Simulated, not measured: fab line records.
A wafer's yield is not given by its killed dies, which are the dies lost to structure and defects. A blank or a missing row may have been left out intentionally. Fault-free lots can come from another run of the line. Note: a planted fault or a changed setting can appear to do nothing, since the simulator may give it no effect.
Which tool was responsible? | flow n5-finfet | 36 wafers from 12 lots sampled at 3 of the route's 1938 steps

## WHAT THE GAUGES SHOWED, per wafer
N5_BEOL_M14_OCD_MEAS_35.
lot  | measured     | on     | trench-depth-nm (nm)
L075 | day 11 16:55 | ocd-01 | 560 550 560
L077 | day 12 07:43 | ocd-01 | 566 568 557
L079 | day 12 18:34 | ocd-02 | 567 560 554
L081 | day 12 21:56 | ocd-01 | 574 563 571
L085 | day 13 20:46 | ocd-01 | 549 558 564
L084 | day 14 11:04 | ocd-02 | 548 555 552
L086 | day 14 19:26 | ocd-01 | 568 558 554
L088 | day 15 08:55 | ocd-02 | 559 573 553
L089 | day 15 18:27 | ocd-01 | 542 569 570
L093 | day 16 01:38 | ocd-02 | 556 557 563
L095 | day 17 00:57 | ocd-02 | 570 546 555
L097 | day 17 12:37 | ocd-01 | 559 566 549

## WHAT TOOL EACH LOT RAN ON (gives the tool, then ch and the chambers of the sampled wafers, and finally the start)
lot  | N5_BEOL_M14_STRIP_63                          | N5_BEOL_M14_ETCH_67
L075 | rie-diel-01 ch 0,2,3, day 11 16:20 or earlier | rie-diel-05 ch 0,1,2, day 11 16:20
L077 | rie-diel-02 ch 0,3, day 12 07:13 or earlier   | rie-diel-05 ch 0,1,2, day 12 07:13
L079 | rie-diel-02 ch 0,1,3, day 12 17:59 or earlier | rie-diel-05 ch 0,1,2, day 12 17:59
L081 | rie-diel-02 ch 1,2, day 12 21:22 or earlier   | rie-diel-05 ch 0,1, day 12 21:22
L085 | rie-diel-02 ch 0,2,3, day 13 20:11 or earlier | rie-diel-05 ch 0,1,2, day 13 20:11
L084 | rie-diel-01 ch 0,1, day 14 10:30 or earlier   | rie-diel-02 ch 0,1, day 14 10:30
L086 | rie-diel-02 ch 0,1,3, day 14 18:51 or earlier | rie-diel-05 ch 1,2,3, day 14 18:51
L088 | rie-diel-05 ch 2,3, day 15 08:20 or earlier   | rie-diel-01 ch 0,2, day 15 08:20
L089 | rie-diel-05 ch 1,2,3, day 15 17:53 or earlier | rie-diel-01 ch 0,2, day 15 17:53
L093 | rie-diel-05 ch 0,1,3, day 16 01:04 or earlier | rie-diel-02 ch 0,1,3, day 16 01:04
L095 | rie-diel-01 ch 1,2,3, day 17 00:22 or earlier | rie-diel-01 ch 0,2,3, day 17 00:22
L097 | rie-diel-01 ch 1,2,3, day 17 12:02 or earlier | rie-diel-01 ch 0,2,3, day 17 12:02
- N5_BEOL_M14_STRIP_63: strips in O2.
- N5_BEOL_M14_ETCH_67: etches SiARC in CF4, target depth 143 nm, time 238.3 s.

## THE ANSWER, worked out from the rows above alone
Rule: usual is defined by the lots themselves. Put in order of their means at a reading, lots are off if they are a third of the lots or fewer, leave a main group of 4 or more, and stand apart from it by a gap of 3 or more times the standard deviation of the main group's means; of several such gaps the widest counts. A main group is skipped when, at the precision printed for the reading in the tables above, its means are all equal. A lot without any number at a reading at which 4 lots or more have one is off too. All remaining lots with rows at the step are treated as sound.
Nothing can be told from this: no lot is off at any reading shown.

## WHAT WAS PUT IN BY THE SIMULATOR
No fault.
